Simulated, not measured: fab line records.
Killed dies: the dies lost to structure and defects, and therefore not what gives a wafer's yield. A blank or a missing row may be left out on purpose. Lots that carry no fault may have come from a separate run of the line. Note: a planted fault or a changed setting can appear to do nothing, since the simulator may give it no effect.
fab line records	flow n5_finfet
[record] lots = 7	wafers = 21
route steps=1938 shown ZERO_LAYER@4 WELL_APT@39 FIN_SAQP@103 SD_EPI_N@288
start_h: hours from the record's opening day to when the first of the lot's shown wafers began	wait_h: hours elapsed since this lot's preceding step	" the same as in the row above	L1.1+2: several wafers, shown together as one row	- either no value or no given start	* or withheld: withheld	< > ~ a bound
route shown NAME@n: a module of which the file shows steps, and the number in the route of the first	usual: mean and standard deviation over wafers with no fault	same: alike in all rows	chamber/n: place in a boat	sites: the reading at each site	_std_site: standard deviation of those values	_edge_site: outer sites' mean less inner sites'	radius_mm: how far each site lies from the wafer's centre	mask NAME#n: copy n	behind: tool/chamber where the wafer was last shaped	hold: reason for holding the lot/hours on hold/outcome of the hold	device: whichever transistor did not switch (one of n, p or np)	end of line: tests of these same wafers at the route's end	a step with no rows: only its recipe	killed: dies that structure and defects cost at the first sort, which is not the same as the wafer's yield	map: dies across one wafer; x = killed, . = not, _ = none there
set.NAME: setting as actually run; set.NAME@STEP: the setting as run at that earlier step	model.NAME: the simulator's own value behind a step, which no gauge read
lots whose settings were changed on purpose; a table a step, a row a wafer
[[steps]]
[step N5_ZERO_LAYER_PECVD_02]
[recipe] material = SiO2	target_thk_a = 100	temp_c = 400	precursor = SiH4/N2O	pressure_torr = 0.75	rf_w = 275	time_s = 6
lot.wafer	tool	chamber	start_h	wait_h	set.time_s	model.SiO2_of_ZERO_LAYER_PECVD_02.thk_nm
L077.2	pecvd-03	1	30.28	0.0	6	9.785
L077.3	"	0	"	"	6	10.23
L077.4	"	1	"	"	6	10.04
L084.1	pecvd-01	0	72.47	0.0	6.784	11.44
L084.2	"	2	"	"	6	9.931
L084.4	"	2	"	"	6	9.962
L086.2	pecvd-04	0	84.28	0.0	6	9.959
L086.4	"	0	"	"	6	10.13
L086.6	"	2	"	"	6	10.21
L087.1	pecvd-01	2	90.28	0.0	6	9.929
L087.2	"	0	"	"	6	10.18
L087.6	"	0	"	"	6	10.11
L093.4	pecvd-03	2	126.31	0.1	6	10.18
L093.5	"	1	"	"	6	9.95
L093.6	"	0	"	"	6	10.31
L096.2	pecvd-01	1	144.28	0.0	6	10.13
L096.4	"	2	"	"	6	9.844
L096.6	"	1	"	"	6	10.28
L097.1	pecvd-01	1	150.28	0.0	5.42	9.172
L097.3	"	0	"	"	5.42	9.153
L097.4	"	1	"	"	6	10.19
[step N5_ZERO_LAYER_COAT_05]
[recipe] spin_rpm = 1500	resist_thk_nm = 1000
lot.wafer	tool	chamber	start_h	wait_h	set.spin_rpm	model.coat_of_ZERO_LAYER_COAT_05.thk_nm
L077.2	litho_track-02	0	-	-	1500	998.7
L077.3	"	0	"	"	1500	1002
L077.4	"	0	"	"	1500	1003
L084.1	litho_track-05	0	-	-	1582	970.9
L084.2	"	0	"	"	1582	971.3
L084.4	"	0	"	"	1582	968.7
L086.2	litho_track-05	0	-	-	1500	1003
L086.4	"	0	"	"	1454	1016
L086.6	"	0	"	"	1500	1000
L087.1	litho_track-05	0	-	-	1391	1041
L087.2	"	0	"	"	1391	1037
L087.6	"	0	"	"	1391	1038
L093.4	litho_track-05	0	-	-	1500	998.4
L093.5+6	"	0	"	"	1500	1003
L096.2+6	litho_track-02	0	-	-	1500	1000
L096.4	"	0	"	"	1500	997.1
L097.1	litho_track-02	0	-	-	1364	1056
L097.3	"	0	"	"	1500	1003
L097.4	"	0	"	"	1500	1008
[step N5_ZERO_LAYER_EBR_07]
[recipe] solvent = PGMEA	ebr_width_mm = 1.5
[step N5_ZERO_LAYER_SOFTBAKE_06]
[recipe] temp_c = 100	time_s = 90
[step N5_ZERO_LAYER_DESCUM_16]
[recipe] chemistry = O2	time_s = 7.9	source_power_w = 50	bias_power_w = 20	pressure_mtorr = 20	rf_frequency_hz = 2.712e+07	temp_c = 40	o2_flow_sccm = 225
[step N5_ZERO_LAYER_ETCH_17]
[recipe] chemistry = CF4	target = SiO2	target_depth_a = 120	time_s = 13.3	ion_energy_ev = 350	pressure_mtorr = 40	source_w = 450	bias_w = 215	Ar_flow_sccm = 100	cf4_flow_sccm = 100
[step N5_ZERO_LAYER_ETCH_18]
[recipe] chemistry = HBr/Cl2	target = Si	target_depth_a = 1200	time_s = 40	pressure_mtorr = 10	icp_w = 800	bias_w = 75	HBr_flow_sccm = 150	Cl2_flow_sccm = 80
lot.wafer	tool	chamber	start_h	wait_h	set.spin_rpm@ZERO_LAYER_COAT_05	model.coat_of_ZERO_LAYER_COAT_05.thk_nm
L077.2	rie_si-05	2	30.85	0.0	1500	929.8
L077.3	"	1	"	"	1500	932.6
L077.4	"	0	"	"	1500	934.9
L084.1	rie_si-05	3	73.10	0.0	1582	900
L084.2	"	0	"	"	1582	902.8
L084.4	"	2	"	"	1582	899.4
L086.2	rie_si-04	1	84.89	0.1	1500	932.2
L086.4	"	3	"	"	1454	946.2
L086.6	"	1	"	"	1500	930.2
L087.1	rie_si-05	0	90.79	0.0	1391	973
L087.2	"	3	"	"	1391	967.6
L087.6	"	2	"	"	1391	969.3
L093.4	rie_si-02	0	126.91	0.0	1500	929.8
L093.5	"	2	"	"	1500	932.2
L093.6	"	3	"	"	1500	933.5
L096.2	rie_si-04	3	144.83	0.1	1500	930.6
L096.4	"	2	"	"	1500	928.9
L096.6	"	2	"	"	1500	931.9
L097.1	rie_si-04	2	150.91	0.0	1364	988.2
L097.3	"	1	"	"	1500	933
L097.4	"	3	"	"	1500	938.8
[step N5_ZERO_LAYER_STRIP_24]
[recipe] chemistry = O2	power_w = 1000	temp_c = 250	overash_fraction = 0.3	pressure_mtorr = 1000	o2_flow_sccm = 6750
[usual] strip_time_to_endpoint_s = 43.82/0.093
lot.wafer	tool	chamber	start_h	wait_h	set.spin_rpm@ZERO_LAYER_COAT_05	strip_time_to_endpoint_s
L077.2	plasma_asher-02	1	30.96	0.1	1500	43.82
L077.3	"	0	"	"	1500	43.91
L077.4	"	1	"	"	1500	43.99
L084.1	plasma_asher-02	1	73.20	0.1	1582	42.93
L084.2	"	0	"	"	1582	43.02
L084.4	"	1	"	"	1582	42.91
L086.2	plasma_asher-01	1	84.99	0.1	1500	43.90
L086.4	"	0	"	"	1454	44.34
L086.6	"	1	"	"	1500	43.84
L087.1	plasma_asher-02	1	90.89	0.1	1391	45.12
L087.2	"	0	"	"	1391	44.97
L087.6	"	1	"	"	1391	45.02
L093.4	plasma_asher-02	0	127.08	0.1	1500	43.83
L093.5	"	0	"	"	1500	43.91
L093.6	"	1	"	"	1500	43.93
L096.2	plasma_asher-02	1	144.94	0.1	1500	43.83
L096.4	"	1	"	"	1500	43.79
L096.6	"	1	"	"	1500	43.89
L097.1	plasma_asher-01	1	151.02	0.1	1364	45.56
L097.3	"	1	"	"	1500	43.93
L097.4	"	0	"	"	1500	44.09
[step N5_WELL_APT_EXPOSE_22]
[recipe] mask_id = PWELL	na = 0.8	source_shape = conventional	sigma_outer = 0.8	polarization = unpolarized	defocus_nm = 0	target_cd_nm = 200	dose_mj = 23.2
lot.wafer	tool	chamber	start_h	wait_h	mask	set.dose_mj
L077.2+4	krf_scanner-02	0	32.71	-	PWELL#0	23.2
L077.3	"	0	"	"	PWELL#0	24.33
L084.1+2	krf_scanner-02	0	75.77	-	PWELL#0	23.2
L084.4	"	0	"	"	PWELL#0	24.09
L086.2	krf_scanner-01	0	86.75	-	PWELL#0	21.69
L086.4+6	"	0	"	"	PWELL#0	23.2
L087.1+2	krf_scanner-02	0	92.81	-	PWELL#0	24.38
L087.6	"	0	"	"	PWELL#0	23.2
L093.4+5+6	krf_scanner-01	0	129.15	-	PWELL#0	23.2
L096.2+4+6	krf_scanner-01	0	147.02	-	PWELL#0	23.2
L097.1+3+4	krf_scanner-01	0	152.83	-	PWELL#0	23.2
[step N5_WELL_APT_PEB_23]
[recipe] peb_temp_c = 130	peb_time_s = 90
lot.wafer	tool	chamber	start_h	wait_h	set.peb_time_s
L077.2	litho_track-03	0	32.76	0.0	95.6
L077.3+4	"	0	"	"	90
L084.1+2+4	litho_track-03	0	75.83	0.1	90
L086.2+6	litho_track-03	0	86.80	0.0	99.43
L086.4	"	0	"	"	90
L087.1	litho_track-04	0	92.86	0.1	76.21
L087.2+6	"	0	"	"	90
L093.4+5+6	litho_track-04	0	129.19	0.0	90
L096.2+4+6	litho_track-04	0	147.07	0.0	90
L097.1+3+4	litho_track-01	0	152.89	0.1	90
[step N5_WELL_APT_DEVELOP_24]
[recipe] develop_time_s = 45	rinse_liquid = surfactant_rinse	dry = air_spin	dev_temp_c = 21
[step N5_WELL_APT_HARDBAKE_29]
[recipe] temp_c = 130	time_s = 120
[step N5_WELL_APT_CD_MEAS_25]
[recipe] target_cd_nm = 200	landing_energy_ev = 500	detector = se_inlens
[usual] cd_nm = 201.0/1.8
lot.wafer	tool	chamber	start_h	wait_h	set.dose_mj@WELL_APT_EXPOSE_22	set.peb_time_s@WELL_APT_PEB_23	cd_nm
L077.2	cd_sem-03	0	32.87	-	23.2	95.6	201.9
L077.3	"	0	"	"	24.33	90	208.0
L077.4	"	0	"	"	23.2	90	200.2
L084.1	cd_sem-03	0	75.94	-	23.2	90	201.1
L084.2	"	0	"	"	23.2	90	201.6
L084.4	"	0	"	"	24.09	90	207.6
L086.2	cd_sem-03	0	86.92	-	21.69	99.43	193.5
L086.4	"	0	"	"	23.2	90	201.2
L086.6	"	0	"	"	23.2	99.43	206.2
L087.1	cd_sem-03	0	92.98	-	24.38	76.21	202.6
L087.2	"	0	"	"	24.38	90	210.5
L087.6	"	0	"	"	23.2	90	200.4
L093.4	cd_sem-01	0	129.31	-	23.2	90	199.6
L093.5	"	0	"	"	23.2	90	200.5
L093.6	"	0	"	"	23.2	90	199.5
L096.2	cd_sem-02	0	147.19	-	23.2	90	202.2
L096.4	"	0	"	"	23.2	90	200.2
L096.6	"	0	"	"	23.2	90	200.5
L097.1	cd_sem-02	0	153.00	-	23.2	90	202.2
L097.3	"	0	"	"	23.2	90	202.5
L097.4	"	0	"	"	23.2	90	203.9
[step N5_WELL_APT_DESCUM_30]
[recipe] chemistry = O2	time_s = 7.9	source_power_w = 50	bias_power_w = 20	pressure_mtorr = 20	rf_frequency_hz = 2.712e+07	temp_c = 40	o2_flow_sccm = 225
lot.wafer	tool	chamber	start_h	wait_h	set.dose_mj@WELL_APT_EXPOSE_22	set.peb_time_s@WELL_APT_PEB_23	model.WELL_APT.cd_nm
L077.2	rie_diel-03	0	32.96	0.0	23.2	95.6	201.9
L077.3	"	3	"	"	24.33	90	208.3
L077.4	"	1	"	"	23.2	90	200.1
L084.1	rie_diel-01	2	76.13	0.1	23.2	90	200.6
L084.2	"	3	"	"	23.2	90	201.5
L084.4	"	0	"	"	24.09	90	208
L086.2	rie_diel-06	1	87.00	0.0	21.69	99.43	193.3
L086.4	"	0	"	"	23.2	90	201.2
L086.6	"	3	"	"	23.2	99.43	206
L087.1	rie_diel-01	2	93.22	0.2	24.38	76.21	202.8
L087.2	"	3	"	"	24.38	90	210.7
L087.6	"	3	"	"	23.2	90	200.4
L093.4	rie_diel-01	2	129.56	0.2	23.2	90	199.3
L093.5	"	2	"	"	23.2	90	200
L093.6	"	3	"	"	23.2	90	199.8
L096.2	rie_diel-03	0	147.28	0.0	23.2	90	202.6
L096.4	"	0	"	"	23.2	90	200.2
L096.6	"	1	"	"	23.2	90	200.6
L097.1	rie_diel-06	3	153.09	0.0	23.2	90	202
L097.3	"	0	"	"	23.2	90	202.3
L097.4	"	1	"	"	23.2	90	203.7
[step N5_FIN_SAQP_COAT_49]
[recipe] resist = SOC	temp_c = 250	time_s = 60	spin_rpm = 1500	resist_thk_nm = 100
lot.wafer	tool	chamber	start_h	wait_h	set.spin_rpm	model.SOC_of_FIN_SAQP_COAT_49.thk_nm
L077.2+4	litho_track-04	0	40.14	0.1	1500	100.2
L077.3	"	0	"	"	1616	96.52
L084.1+4	litho_track-02	0	83.09	0.1	1366	105
L084.2	"	0	"	"	1500	100.6
L086.2	litho_track-02	0	94.18	0.1	1500	100.3
L086.4	"	0	"	"	1500	100.1
L086.6	"	0	"	"	1640	95.81
L087.1	litho_track-02	0	100.51	0.1	1668	94.84
L087.2	"	0	"	"	1668	95.24
L087.6	"	0	"	"	1500	100.1
L093.4+5	litho_track-02	0	135.74	0.0	1500	100.3
L093.6	"	0	"	"	1500	100.2
L096.2	litho_track-02	0	153.61	0.1	1623	95.95
L096.4	"	0	"	"	1500	100.2
L096.6	"	0	"	"	1500	100.1
L097.1+3	litho_track-02	0	159.25	0.1	1500	100.4
L097.4	"	0	"	"	1500	99.98
[step N5_FIN_SAQP_DEVELOP_15]
[recipe] develop_time_s = 30	developer = TMAH	resist = CAR-ArF	dev_temp_c = 23	rinse_liquid = diw	dry = air_spin
lot.wafer	tool	chamber	start_h	wait_h	set.develop_time_s
L077.2+3	litho_track-02	0	-	-	30
L077.4	"	0	"	"	33.17
L084.1+2	litho_track-04	0	-	-	23.76
L084.4	"	0	"	"	30
L086.2+4+6	litho_track-02	0	-	-	30
L087.1+2	litho_track-04	0	-	-	32.94
L087.6	"	0	"	"	30
L093.4+5+6	litho_track-04	0	-	-	30
L096.2+4+6	litho_track-01	0	-	-	25.65
L097.1+4	litho_track-01	0	-	-	30
L097.3	"	0	"	"	24.13
[step N5_FIN_SAQP_DESCUM_21]
[recipe] chemistry = O2	time_s = 7.9	source_power_w = 50	bias_power_w = 20	pressure_mtorr = 20	rf_frequency_hz = 2.712e+07	temp_c = 40	resist = CAR-ArF	o2_flow_sccm = 225
[step N5_FIN_SAQP_ETCH_51]
[recipe] chemistry = CF4	target = SiARC	target_depth_a = 455	mask_material = CAR-ArF	time_s = 75.8	ion_energy_ev = 80	pressure_mtorr = 40	source_w = 545	bias_w = 36	Ar_flow_sccm = 100	cf4_flow_sccm = 100	ends = cleared
[step N5_FIN_SAQP_ETCH_52]
[recipe] chemistry = N2/H2	target = SOC	target_depth_a = 1000	overetch_a = 200	mask_material = SiARC	temp_c = 40	time_s = 150	ion_energy_ev = 200	pressure_mtorr = 30	source_w = 840	bias_w = 150	n2_flow_sccm = 200	h2_flow_sccm = 200	ends = end_point
lot.wafer	tool	chamber	start_h	wait_h	set.spin_rpm@FIN_SAQP_COAT_49	model.etch.depth_nm
L077.2+4	rie_diel-03	3,1	41.23	0.0	1500	100.2
L077.3	"	0	"	"	1616	96.52
L084.1+4	rie_diel-03	2,3	83.53	0.0	1366	105
L084.2	"	0	"	"	1500	100.6
L086.2	rie_diel-01	3	94.98	0.0	1500	100.3
L086.4	"	1	"	"	1500	100.1
L086.6	"	2	"	"	1640	95.81
L087.1	rie_diel-06	1	101.07	0.0	1668	94.84
L087.2	"	3	"	"	1668	95.24
L087.6	"	2	"	"	1500	100.1
L093.4+5	rie_diel-01	2	136.32	0.0	1500	100.3
L093.6	"	3	"	"	1500	100.2
L096.2	rie_diel-01	0	154.17	0.0	1623	95.95
L096.4	"	2	"	"	1500	100.2
L096.6	"	2	"	"	1500	100.1
L097.1+3	rie_diel-03	1,2	159.81	0.0	1500	100.4
L097.4	"	1	"	"	1500	99.98
[step N5_FIN_SAQP_STRIP_53]
[recipe] chemistry = N2/H2	temp_c = 40	n2_flow_sccm = 200	h2_flow_sccm = 200	rf_frequency_hz = 6e+07
[step N5_FIN_SAQP_HM_OPEN_73]
[recipe] chemistry = CHF3/O2	target = SiO2	stop_on = a-Si	target_depth_a = 120	over_etch_frac = 1.8	mask_material = SOC	time_s = 16.8	pressure_mtorr = 30	source_w = 650	bias_w = 170	Ar_flow_sccm = 200	CHF3_flow_sccm = 50	O2_flow_sccm = 5	ion_energy_ev = 200	ends = end_point
[step N5_FIN_SAQP_STRIP_74]
[recipe] chemistry = CHF3/O2	resist = SiARC	rf_frequency_hz = 6e+07
[step N5_FIN_SAQP_MANDREL_ETCH_22]
[recipe] target_depth_a = 600	chemistry = HBr/Cl2	target = a-Si	stop_on = SiNx	bt_time_s = 10	over_etch_frac = 0.5	time_s = 30	pressure_mtorr = 10	icp_w = 800	bias_w = 75	HBr_flow_sccm = 150	Cl2_flow_sccm = 80	ends = end_point
lot.wafer	tool	chamber	start_h	wait_h	set.spin_rpm@FIN_SAQP_COAT_49	model.SOC_of_FIN_SAQP_COAT_49.thk_nm
L077.2+4	rie_si-05	0,2	41.42	0.0	1500	76.96
L077.3	"	1	"	"	1616	72.92
L084.1	rie_si-02	1	83.72	0.0	1366	80.74
L084.2	"	3	"	"	1500	76.05
L084.4	"	0	"	"	1366	80.98
L086.2	rie_si-04	1	95.17	0.0	1500	75.99
L086.4	"	3	"	"	1500	76.17
L086.6	"	0	"	"	1640	71.41
L087.1	rie_si-05	2	101.26	0.0	1668	71.63
L087.2	"	3	"	"	1668	70.9
L087.6	"	3	"	"	1500	75.84
L093.4	rie_si-05	3	136.55	0.1	1500	75.9
L093.5	"	0	"	"	1500	76.97
L093.6	"	1	"	"	1500	76.51
L096.2	rie_si-05	3	154.36	0.0	1623	71.72
L096.4	"	0	"	"	1500	76.79
L096.6	"	3	"	"	1500	75.81
L097.1	rie_si-05	2	160.00	0.0	1500	77.08
L097.3	"	1	"	"	1500	77.11
L097.4	"	3	"	"	1500	75.71
[step N5_FIN_SAQP_FIN_ETCH_36]
[recipe] chemistry = HBr/Cl2/O2	target_depth_a = 1200	mask_material = SiNx	time_s = 50.4	bias_w = 102	pressure_mtorr = 10	icp_w = 800	HBr_flow_sccm = 150	Cl2_flow_sccm = 80	O2_flow_sccm = 12
lot.wafer	tool	chamber	start_h	wait_h	set.icp_w	model.etch.depth_nm	model.FIN_SAQP.feature_depth_nm
L077.2	rie_si-05	1	45.08	0.0	659.8	108.5	108.6
L077.3	"	0	"	"	800	117.1	117
L077.4	"	3	"	"	800	121.7	121.8
L084.1	rie_si-02	0	87.82	0.0	800	120	120
L084.2	"	1	"	"	800	122.9	123
L084.4	"	2	"	"	800	121.9	121.8
L086.2	rie_si-04	3	100.71	0.0	925.5	130	130
L086.4	"	2	"	"	925.5	125	125
L086.6	"	1	"	"	800	122.1	122
L087.1	rie_si-05	2	105.81	0.0	712.3	111.7	111.6
L087.2	"	3	"	"	800	120.8	120.8
L087.6	"	2	"	"	712.3	111.2	111.2
L093.4	rie_si-05	0	140.24	0.0	800	119.1	119
L093.5	"	3	"	"	800	121.5	121.4
L093.6	"	1	"	"	800	118.4	118.4
L096.2	rie_si-02	2	158.07	0.0	800	123.5	123.6
L096.4	"	1	"	"	800	122.3	122.4
L096.6	"	1	"	"	683.9	113.2	113.2
L097.1	rie_si-05	1	165.21	0.0	800	118.1	118.2
L097.3	"	0	"	"	862.3	122.3	122.4
L097.4	"	2	"	"	800	117.3	117.2
[step N5_FIN_SAQP_PRECLEAN_38]
[recipe] chemistry = O3/DIW	time_s = 45	temp_c = 22	o3_ppm = 10
[step N5_FIN_SAQP_PRECLEAN_45]
[recipe] chemistry = dHF	time_s = 10	dilution = 500:1	temp_c = 25
[step N5_FIN_SAQP_SRD_39]
[recipe] dry = ipa_marangoni	time_s = 30	temp_c = 23	rinse_liquid = diw
[step N5_FIN_SAQP_OCD_MEAS_76]
[usual] trench_depth_nm = 120.2/2.2
lot.wafer	tool	chamber	start_h	wait_h	set.icp_w@FIN_SAQP_FIN_ETCH_36	trench_depth_nm
L077.2	ocd-02	-	45.30	0.0	659.8	108.4
L077.3	"	-	"	"	800	117.1
L077.4	"	-	"	"	800	121.0
L084.1	ocd-02	-	88.04	0.0	800	119.9
L084.2	"	-	"	"	800	122.7
L084.4	"	-	"	"	800	121.7
L086.2	ocd-01	-	100.93	0.0	925.5	129.7
L086.4	"	-	"	"	925.5	124.6
L086.6	"	-	"	"	800	122.1
L087.1	ocd-02	-	106.03	0.0	712.3	111.4
L087.2	"	-	"	"	800	120.8
L087.6	"	-	"	"	712.3	111.2
L093.4	ocd-02	-	140.42	0.0	800	119.2
L093.5	"	-	"	"	800	121.2
L093.6	"	-	"	"	800	118.8
L096.2	ocd-01	-	158.30	0.0	800	123.1
L096.4	"	-	"	"	800	122.0
L096.6	"	-	"	"	683.9	113.0
L097.1	ocd-01	-	165.42	0.0	800	118.5
L097.3	"	-	"	"	862.3	122.1
L097.4	"	-	"	"	800	117.5
[step N5_SD_EPI_N_EPI_21]
[recipe] material = Si:P	dopant = P	temp_c = 680	pressure_torr = 255	time_s = 690
lot.wafer	tool	chamber	start_h	wait_h	set.epi_growth_time_s	model.Si-P_of_SD_EPI_N_EPI_21.thk_nm
L077.2	epi_rpcvd-04	0	72.31	0.5	690	59.4
L077.3	"	0	"	"	690	59.8
L077.4	"	0	"	"	690	59.6
L084.1	epi_rpcvd-04	0	111.66	0.1	690	59
L084.2	"	0	"	"	690	60
L084.4	"	0	"	"	690	59.8
L086.2	epi_rpcvd-03	0	128.98	0.4	644	56
L086.4	"	0	"	"	690	59.4
L086.6	"	0	"	"	690	59
L087.1	epi_rpcvd-02	0	129.94	0.1	736.9	61.4
L087.2	"	0	"	"	736.9	61.6
L087.6	"	0	131.34	1.4	690	58.8
L093.4+6	epi_rpcvd-02	0	165.56	1.2	690	59.8
L093.5	"	0	"	"	690	59.6
L096.2	epi_rpcvd-02	0	183.81	0.9	690	58.4
L096.4+6	"	0	185.13	2.1	736	61.4
L097.1+3	epi_rpcvd-03	0	188.17	0.1	690	58.6
L097.4	"	0	"	"	648.4	55.8
[[key]]
[split] step = N5_ZERO_LAYER_PECVD_02	setting = time_s	stated = 6	by = wafer
[response] step = N5_ZERO_LAYER_PECVD_02	reading = model.SiO2_of_ZERO_LAYER_PECVD_02.thk_nm	change = +0.111	per = 1%	r = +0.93
[split] step = N5_ZERO_LAYER_COAT_05	setting = spin_rpm	stated = 1500	by = wafer
[response] step = N5_ZERO_LAYER_COAT_05	reading = model.coat_of_ZERO_LAYER_COAT_05.thk_nm	change = -5.47	per = 1%	r = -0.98
[response] step = N5_ZERO_LAYER_ETCH_18	reading = model.coat_of_ZERO_LAYER_COAT_05.thk_nm	change = -5.68	per = 1%	r = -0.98
[response] step = N5_ZERO_LAYER_STRIP_24	reading = strip_time_to_endpoint_s	change = *	per = 1%	r = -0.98
[split] step = N5_WELL_APT_EXPOSE_22	setting = dose_mj	stated = 23.2	by = wafer
[response] step = N5_WELL_APT_CD_MEAS_25	reading = cd_nm	change = +1.46	per = 1%	r = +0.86
[response] step = N5_WELL_APT_DESCUM_30	reading = model.WELL_APT.cd_nm	change = +1.51	per = 1%	r = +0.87
[split] step = N5_WELL_APT_PEB_23	setting = peb_time_s	stated = 90	by = wafer
[response] step = N5_WELL_APT_CD_MEAS_25	reading = cd_nm	slope = +0.465	per = 1%	together_with = dose_mj@WELL_APT_EXPOSE_22	explained = 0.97
[response] step = N5_WELL_APT_DESCUM_30	reading = model.WELL_APT.cd_nm	slope = +0.467	per = 1%	together_with = dose_mj@WELL_APT_EXPOSE_22	explained = 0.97
[split] step = N5_FIN_SAQP_COAT_49	setting = spin_rpm	stated = 1500	by = wafer
[response] step = N5_FIN_SAQP_COAT_49	reading = model.SOC_of_FIN_SAQP_COAT_49.thk_nm	change = -0.477	per = 1%	r = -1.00
[response] step = N5_FIN_SAQP_ETCH_52	reading = model.etch.depth_nm	change = -0.477	per = 1%	r = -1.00
[response] step = N5_FIN_SAQP_MANDREL_ETCH_22	reading = model.SOC_of_FIN_SAQP_COAT_49.thk_nm	change = -0.493	per = 1%	r = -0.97
[split] step = N5_FIN_SAQP_DEVELOP_15	setting = develop_time_s	stated = 30	by = wafer
response none clear
[split] step = N5_FIN_SAQP_FIN_ETCH_36	setting = icp_w	stated = 800	by = wafer
[response] step = N5_FIN_SAQP_FIN_ETCH_36	reading = model.etch.depth_nm	change = +0.589	per = 1%	r = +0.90
[response] step = N5_FIN_SAQP_FIN_ETCH_36	reading = model.FIN_SAQP.feature_depth_nm	change = +0.59	per = 1%	r = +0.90
[response] step = N5_FIN_SAQP_OCD_MEAS_76	reading = trench_depth_nm	change = +0.573	per = 1%	r = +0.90
[split] step = N5_SD_EPI_N_EPI_21	setting = epi_growth_time_s	stated = 690	by = wafer
[response] step = N5_SD_EPI_N_EPI_21	reading = model.Si-P_of_SD_EPI_N_EPI_21.thk_nm	change = +0.447	per = 1%	r = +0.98
